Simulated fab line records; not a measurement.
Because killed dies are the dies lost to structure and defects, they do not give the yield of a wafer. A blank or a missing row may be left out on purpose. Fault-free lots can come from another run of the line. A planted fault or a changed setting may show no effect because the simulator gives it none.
Which tool is to blame? :: flow nand harc :: Sampling: 12 lots, 36 wafers, 5 of 1302 route steps

== WHAT EACH GAUGE READ, for each wafer ==
NHARC_END_SORT_01. Usual: killed at array 64, standard deviation 16; killed at other 1.0, standard deviation 1.1; killed at periphery 3.5, standard deviation 2.3; killed dies 69, standard deviation 17; killed open 3.2, standard deviation 1.6; killed short 2.4, standard deviation 1.6.
lot: L521
measured: day 31 05:57
on: prober-01
killed at array: 52 51 55
killed at other: 0 1 0
killed at periphery: 3 4 1
killed dies: 55 56 56
killed open: 1 3 3
killed short: 1 3 0
flag: 

lot: L522
measured: day 31 05:11
on: prober-02
killed at array: 61
killed at other: 0
killed at periphery: 8
killed dies: 69
killed open: 4
killed short: 4
flag: 

== WHICH TOOL RAN EACH LOT (tool, then ch and the chambers of the sampled wafers, then the start) ==
lot: L508
NHARC_A_SLIT_DESCUM_14: rie diel-01 ch 0,3, day 20 07:35
NHARC_A_SLIT_ETCH_15: rie diel-01 ch 0,3, day 20 20:49 or earlier
NHARC_A_WL_FILL_RTA_01: rtp anneal-02 ch 0, day 20 20:49
NHARC_A_WL_FILL_STRIP_28: wet bench-03 ch 0,6,7, day 20 22:25

lot: L507
NHARC_A_SLIT_DESCUM_14: rie diel-01 ch 1,2,3, day 20 08:26
NHARC_A_SLIT_ETCH_15: rie diel-01 ch 1,2,3, day 20 20:49 or earlier
NHARC_A_WL_FILL_RTA_01: rtp anneal-01 ch 0, day 20 20:49
NHARC_A_WL_FILL_STRIP_28: wet bench-06 ch 4,5,6, day 20 22:25

lot: L515
NHARC_A_SLIT_DESCUM_14: rie diel-01 ch 0,3, day 23 16:52
NHARC_A_SLIT_ETCH_15: rie diel-01 ch 0,1, day 24 06:05 or earlier
NHARC_A_WL_FILL_RTA_01: rtp anneal-01 ch 0, day 24 06:05
NHARC_A_WL_FILL_STRIP_28: wet bench-06 ch 2,3,4, day 24 07:40

lot: L514
NHARC_A_SLIT_DESCUM_14: rie diel-03 ch 0,1,2, day 23 17:01
NHARC_A_SLIT_ETCH_15: rie diel-03 ch 0,1,3, day 24 09:53 or earlier
NHARC_A_WL_FILL_RTA_01: rtp anneal-02 ch 0, day 24 09:53
NHARC_A_WL_FILL_STRIP_28: wet bench-06 ch 3,4,7, day 24 11:50

lot: L516
NHARC_A_SLIT_DESCUM_14: rie diel-03 ch 0,1,2, day 24 00:17
NHARC_A_SLIT_ETCH_15: rie diel-03 ch 0,1,2, day 24 17:46 or earlier
NHARC_A_WL_FILL_RTA_01: rtp anneal-02 ch 0, day 24 17:46
NHARC_A_WL_FILL_STRIP_28: wet bench-04 ch 2,4,7, day 24 19:56

lot: L518
NHARC_A_SLIT_DESCUM_14: rie diel-03 ch 1,2,3, day 25 09:25
NHARC_A_SLIT_ETCH_15: rie diel-03 ch 2,3, day 25 23:44 or earlier
NHARC_A_WL_FILL_RTA_01: rtp anneal-02 ch 0, day 25 23:44
NHARC_A_WL_FILL_STRIP_28: wet bench-04 ch 2,3,7, day 26 01:20

lot: L521
NHARC_A_SLIT_DESCUM_14: rie diel-03 ch 0,1,3, day 26 06:14
NHARC_A_SLIT_ETCH_15: rie diel-03 ch 2,3, day 26 22:09 or earlier
NHARC_A_WL_FILL_RTA_01: rtp anneal-01 ch 0, day 26 22:09
NHARC_A_WL_FILL_STRIP_28: wet bench-06 ch 0,1,6, day 26 23:41

lot: L522
NHARC_A_SLIT_DESCUM_14: rie diel-01 ch 1, day 26 09:26
NHARC_A_SLIT_ETCH_15: rie diel-01 ch 1,3, day 26 09:40
NHARC_A_WL_FILL_RTA_01: rtp anneal-01 ch 0, day 26 23:53
NHARC_A_WL_FILL_STRIP_28: wet bench-06 ch 3,4,5, day 27 01:26

lot: L524
NHARC_A_SLIT_DESCUM_14: rie diel-03 ch 0,3, day 27 06:20
NHARC_A_SLIT_ETCH_15: rie diel-03 ch 0,1,3, day 27 19:35 or earlier
NHARC_A_WL_FILL_RTA_01: rtp anneal-02 ch 0, day 27 19:35
NHARC_A_WL_FILL_STRIP_28: wet bench-06 ch 1,2,3, day 27 21:05

lot: L527
NHARC_A_SLIT_DESCUM_14: rie diel-10 ch 0,1, day 28 12:05
NHARC_A_SLIT_ETCH_15: rie diel-10 ch 1,2,3, day 29 01:26 or earlier
NHARC_A_WL_FILL_RTA_01: rtp anneal-01 ch 0, day 29 01:26
NHARC_A_WL_FILL_STRIP_28: wet bench-06 ch 0,1,3, day 29 02:58

lot: L529
NHARC_A_SLIT_DESCUM_14: rie diel-10 ch 1,3, day 29 13:21
NHARC_A_SLIT_ETCH_15: rie diel-10 ch 2,3, day 30 02:01 or earlier
NHARC_A_WL_FILL_RTA_01: rtp anneal-02 ch 0, day 30 02:01
NHARC_A_WL_FILL_STRIP_28: wet bench-06 ch 0,5,6, day 30 03:54

lot: L528
NHARC_A_SLIT_DESCUM_14: rie diel-10 ch 0,1,3, day 29 20:20
NHARC_A_SLIT_ETCH_15: rie diel-10 ch 0,1,2, day 30 11:44 or earlier
NHARC_A_WL_FILL_RTA_01: rtp anneal-01 ch 0, day 30 11:44
NHARC_A_WL_FILL_STRIP_28: wet bench-03 ch 0,1,2, day 30 13:17
- NHARC_A_SLIT_DESCUM_14: chemistry O2, time 3 s.
- NHARC_A_SLIT_ETCH_15: etches the open film in O2/COS, target depth 6200 nm, time 1612 s.
- NHARC_A_WL_FILL_RTA_01: time 5 s.
- NHARC_A_WL_FILL_STRIP_28: strips in post etch residue remover, time 1200 s.

== AS READ BY THE TOOLS THEMSELVES (means over the sampled wafers that have a number; for cases with no such wafer, the mark the record gives instead) ==
NHARC_A_SLIT_DESCUM_14. Usual: drypump motor current A 5.6 A, standard deviation 0.41; oes product au 1.005 a.u., standard deviation 0.011; rf vpp V 57.8 V, standard deviation 0.87; showerhead plenum p Torr 1.91 Torr, standard deviation 0.081; throttle valve pct 11.311 %, standard deviation 0.01.
lot: L508
tool: rie diel-01
drypump motor current A (A): 5.7
oes product au (a.u.): 1.001
rf vpp V (V): 58.4
showerhead plenum p Torr (Torr): 1.97
throttle valve pct (%): 11.309
flag: 

lot: L507
tool: rie diel-01
drypump motor current A (A): 5.5
oes product au (a.u.): 1.006
rf vpp V (V): 57.9
showerhead plenum p Torr (Torr): 1.87
throttle valve pct (%): 11.311
flag: 

lot: L515
tool: rie diel-01
drypump motor current A (A): 5.7
oes product au (a.u.): 1.001
rf vpp V (V): 57.2
showerhead plenum p Torr (Torr): 1.97
throttle valve pct (%): 11.310
flag: 

lot: L514
tool: rie diel-03
drypump motor current A (A): 5.5
oes product au (a.u.): 0.999
rf vpp V (V): 57.3
showerhead plenum p Torr (Torr): 1.99
throttle valve pct (%): 11.317
flag: 

lot: L516
tool: rie diel-03
drypump motor current A (A): 5.5
oes product au (a.u.): 0.995
rf vpp V (V): 58.2
showerhead plenum p Torr (Torr): 1.99
throttle valve pct (%): 11.309
flag: 

lot: L518
tool: rie diel-03
drypump motor current A (A): 5.4
oes product au (a.u.): 1.008
rf vpp V (V): 58.2
showerhead plenum p Torr (Torr): 1.95
throttle valve pct (%): 11.306
flag: 

lot: L521
tool: rie diel-03
drypump motor current A (A): 5.8
oes product au (a.u.): 1.007
rf vpp V (V): 57.7
showerhead plenum p Torr (Torr): 1.97
throttle valve pct (%): 11.304
flag: 

lot: L522
tool: rie diel-01
drypump motor current A (A): 5.6
oes product au (a.u.): 1.015
rf vpp V (V): 57.8
showerhead plenum p Torr (Torr): 1.79
throttle valve pct (%): 11.323
flag: 

lot: L524
tool: rie diel-03
drypump motor current A (A): 5.8
oes product au (a.u.): 1.015
rf vpp V (V): 58.0
showerhead plenum p Torr (Torr): 1.92
throttle valve pct (%): 11.302
flag: 

lot: L527
tool: rie diel-10
drypump motor current A (A): 5.8
oes product au (a.u.): 0.992
rf vpp V (V): 58.2
showerhead plenum p Torr (Torr): 1.88
throttle valve pct (%): 11.312
flag: 

lot: L529
tool: rie diel-10
drypump motor current A (A): 5.7
oes product au (a.u.): 1.010
rf vpp V (V): 57.6
showerhead plenum p Torr (Torr): 1.84
throttle valve pct (%): 11.310
flag: 

lot: L528
tool: rie diel-10
drypump motor current A (A): 5.8
oes product au (a.u.): 1.000
rf vpp V (V): 57.9
showerhead plenum p Torr (Torr): 1.89
throttle valve pct (%): 11.311
flag: 

NHARC_A_SLIT_ETCH_15. Usual: drypump motor current A 5.6 A, standard deviation 0.4; oes product au 1.005 a.u., standard deviation 0.0093; rf vpp V 314.0 V, standard deviation 1.9; showerhead plenum p Torr 3.12 Torr, standard deviation 0.12; throttle valve pct 28.329 %, standard deviation 0.0087.
lot: L508
tool: rie diel-01
drypump motor current A (A): 5.2
oes product au (a.u.): 1.006
rf vpp V (V): 315.6
showerhead plenum p Torr (Torr): 3.23
throttle valve pct (%): 28.325
flag: 

lot: L507
tool: rie diel-01
drypump motor current A (A): 5.5
oes product au (a.u.): 1.010
rf vpp V (V): 314.1
showerhead plenum p Torr (Torr): 3.06
throttle valve pct (%): 28.330
flag: 

lot: L515
tool: rie diel-01
drypump motor current A (A): 5.8
oes product au (a.u.): 1.001
rf vpp V (V): 313.0
showerhead plenum p Torr (Torr): 3.02
throttle valve pct (%): 28.326
flag: 

lot: L514
tool: rie diel-03
drypump motor current A (A): 5.8
oes product au (a.u.): 1.001
rf vpp V (V): 315.6
showerhead plenum p Torr (Torr): 3.22
throttle valve pct (%): 28.316
flag: 

lot: L516
tool: rie diel-03
drypump motor current A (A): 5.5
oes product au (a.u.): 0.996
rf vpp V (V): 315.0
showerhead plenum p Torr (Torr): 3.24
throttle valve pct (%): 28.330
flag: 

lot: L518
tool: rie diel-03
drypump motor current A (A): 5.4
oes product au (a.u.): 1.013
rf vpp V (V): 314.4
showerhead plenum p Torr (Torr): 3.12
throttle valve pct (%): 28.327
flag: 

lot: L521
tool: rie diel-03
drypump motor current A (A): 5.4
oes product au (a.u.): 1.008
rf vpp V (V): 314.0
showerhead plenum p Torr (Torr): 3.12
throttle valve pct (%): 28.334
flag: 

lot: L522
tool: rie diel-01
drypump motor current A (A): 5.1
oes product au (a.u.): 1.005
rf vpp V (V): 314.5
showerhead plenum p Torr (Torr): 3.15
throttle valve pct (%): 28.323
flag: 

lot: L524
tool: rie diel-03
drypump motor current A (A): 5.8
oes product au (a.u.): 1.006
rf vpp V (V): 314.5
showerhead plenum p Torr (Torr): 3.21
throttle valve pct (%): 28.330
flag: 

lot: L527
tool: rie diel-10
drypump motor current A (A): 5.6
oes product au (a.u.): 1.000
rf vpp V (V): 312.5
showerhead plenum p Torr (Torr): 3.03
throttle valve pct (%): 28.326
flag: 

lot: L529
tool: rie diel-10
drypump motor current A (A): 5.6
oes product au (a.u.): 1.013
rf vpp V (V): 313.2
showerhead plenum p Torr (Torr): 3.06
throttle valve pct (%): 28.329
flag: 

lot: L528
tool: rie diel-10
drypump motor current A (A): 5.7
oes product au (a.u.): 0.995
rf vpp V (V): 313.9
showerhead plenum p Torr (Torr): 3.10
throttle valve pct (%): 28.328
flag: 

NHARC_A_WL_FILL_RTA_01. Usual: lamp power pct 28.5 %, standard deviation 2.2; lamp_zone_2_pct 28.5 %, standard deviation 2.2; wafer_temp_C_max 1004.7, standard deviation 0.97.
lot: L508
tool: rtp anneal-02
lamp power pct (%): 26.7
lamp_zone_2_pct (%): 26.7
wafer_temp_C_max: 1004.6
flag: 

lot: L507
tool: rtp anneal-01
lamp power pct (%): 31.1
lamp_zone_2_pct (%): 31.1
wafer_temp_C_max: 1004.8
flag: 

lot: L515
tool: rtp anneal-01
lamp power pct (%): 31.1
lamp_zone_2_pct (%): 31.1
wafer_temp_C_max: 1005.7
flag: 

lot: L514
tool: rtp anneal-02
lamp power pct (%): 26.7
lamp_zone_2_pct (%): 26.7
wafer_temp_C_max: 1003.5
flag: 

lot: L516
tool: rtp anneal-02
lamp power pct (%): 26.7
lamp_zone_2_pct (%): 26.7
wafer_temp_C_max: 1005.1
flag: 

lot: L518
tool: rtp anneal-02
lamp power pct (%): 26.7
lamp_zone_2_pct (%): 26.7
wafer_temp_C_max: 1004.5
flag: 

lot: L521
tool: rtp anneal-01
lamp power pct (%): 31.2
lamp_zone_2_pct (%): 31.1
wafer_temp_C_max: 1005.1
flag: 

lot: L522
tool: rtp anneal-01
lamp power pct (%): 31.1
lamp_zone_2_pct (%): 31.1
wafer_temp_C_max: 1005.0
flag: 

lot: L524
tool: rtp anneal-02
lamp power pct (%): 26.7
lamp_zone_2_pct (%): 26.7
wafer_temp_C_max: 1004.7
flag: 

lot: L527
tool: rtp anneal-01
lamp power pct (%): 31.1
lamp_zone_2_pct (%): 31.1
wafer_temp_C_max: 1004.4
flag: 

lot: L529
tool: rtp anneal-02
lamp power pct (%): 26.7
lamp_zone_2_pct (%): 26.7
wafer_temp_C_max: 1003.3
flag: 

lot: L528
tool: rtp anneal-01
lamp power pct (%): 31.1
lamp_zone_2_pct (%): 31.1
wafer_temp_C_max: 1005.8
flag: 

NHARC_A_WL_FILL_STRIP_28. Usual: bath guard temp C 72.3 C, standard deviation 0.42; bath heat duty pct 14.6 %, standard deviation 1.4.
lot: L508
tool: wet bench-03
bath guard temp C (C): 72.3
bath heat duty pct (%): 14.8
flag: 

lot: L507
tool: wet bench-06
bath guard temp C (C): 72.2
bath heat duty pct (%): 13.4
flag: 

lot: L515
tool: wet bench-06
bath guard temp C (C): 72.2
bath heat duty pct (%): 14.2
flag: 

lot: L514
tool: wet bench-06
bath guard temp C (C): 72.1
bath heat duty pct (%): 14.0
flag: 

lot: L516
tool: wet bench-04
bath guard temp C (C): 72.4
bath heat duty pct (%): 14.2
flag: 

lot: L518
tool: wet bench-04
bath guard temp C (C): 72.4
bath heat duty pct (%): 15.6
flag: 

lot: L521
tool: wet bench-06
bath guard temp C (C): -
bath heat duty pct (%): -
flag: OFF

lot: L522
tool: wet bench-06
bath guard temp C (C): -
bath heat duty pct (%): -
flag: OFF

lot: L524
tool: wet bench-06
bath guard temp C (C): -
bath heat duty pct (%): -
flag: OFF

lot: L527
tool: wet bench-06
bath guard temp C (C): 72.1
bath heat duty pct (%): 14.3
flag: 

lot: L529
tool: wet bench-06
bath guard temp C (C): 72.1
bath heat duty pct (%): 14.7
flag: 

lot: L528
tool: wet bench-03
bath guard temp C (C): 72.2
bath heat duty pct (%): 14.0
flag: 

== THE ANSWER, worked out from the rows above alone ==
Rule: take the mean of a lot's wafers that have a number; if it is more than 3 standard deviations from the usual mean, the lot is off. Also off: a lot with no number at a reading for which 4 or more lots have one. Where the step has rows for the other lots, those lots are counted as sound. The gauges are gone through in route order, then the tools' own readings, and for those a lot's mean is taken as printed above. The first step at which some lot is off is used, and at that step the reading that is off furthest; a lot without a number counts as furthest.
Off: L521, L522, L524, at NHARC_A_WL_FILL_STRIP_28 (bath guard temp C). Without a number there: L521, L522, L524.
A tool fits if, at that step or a process step before it, it ran every lot that is off, and no sound lot after the first of them. NHARC_A_SLIT_ETCH_15 gives no start for some lots, so the hours and the order of its lots are those of NHARC_A_WL_FILL_RTA_01. No candidate that was tried fits.

== WHAT THE SIMULATOR HAD INSERTED ==
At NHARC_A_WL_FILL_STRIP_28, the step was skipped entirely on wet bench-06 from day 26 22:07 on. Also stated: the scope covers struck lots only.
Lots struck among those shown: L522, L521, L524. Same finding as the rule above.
